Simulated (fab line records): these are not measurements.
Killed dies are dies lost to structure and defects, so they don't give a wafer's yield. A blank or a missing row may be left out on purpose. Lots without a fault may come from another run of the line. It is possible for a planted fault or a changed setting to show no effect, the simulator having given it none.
Chamber matching -- flow n5 finfet -- 4 sister chambers for N5_MOL_CONTACT_COAG_ETCHBACK_132 on rie diel-02
The step etches SiO2 in CHF3, target depth 10 nm, time 6.7 s. 8 wafers are shown with their chamber, then 9 later ones without.

== WAFERS, EACH WITH ITS CHAMBER ==
wafer,chamber,drypump motor current A (A),rf vpp V (V)
L076.2,1,5.57,505
L076.6,1,5.57,505
L078.4,0,5.98,538
L078.5,3,6.11,521
L078.6,2,5.37,519
L084.1,2,5.36,520
L084.2,3,6.13,522
L084.3,0,5.96,538

== WAFERS WITH NO CHAMBER GIVEN ==
wafer,drypump motor current A (A),rf vpp V (V)
L090.3,5.36,519
L090.5,6.09,522
L090.6,5.96,537
L093.1,6.09,522
L093.3,5.98,537
L093.4,5.34,518
L097.3,5.95,540
L097.5,5.36,519
L097.6,6.10,522

== EACH ONE'S CHAMBER ==
wafer,from the rows above,in truth
L090.3,2,2
L090.5,3,3
L090.6,0,0
L093.1,3,3
L093.3,0,0
L093.4,2,2
L097.3,0,0
L097.5,2,2
L097.6,3,3
Correct placement for 9 of the 9. Left unplaced by these rows: 0. 0 placed wrongly.
How it was worked out, from the rows above alone: a wafer's distance from a chamber is the root of the sum, over the readings, of the square of ((its reading less the chamber's mean) divided by the reading's scatter). The wafer belongs to the nearest chamber; if the next one is less than 2 further off, it can't be placed. The mean given for a chamber averages the wafers shown for that chamber. How the scatter is found: for the shown wafers, subtract from each reading the mean of its chamber, square and add these, divide the total by (wafers less chambers), then take the root.
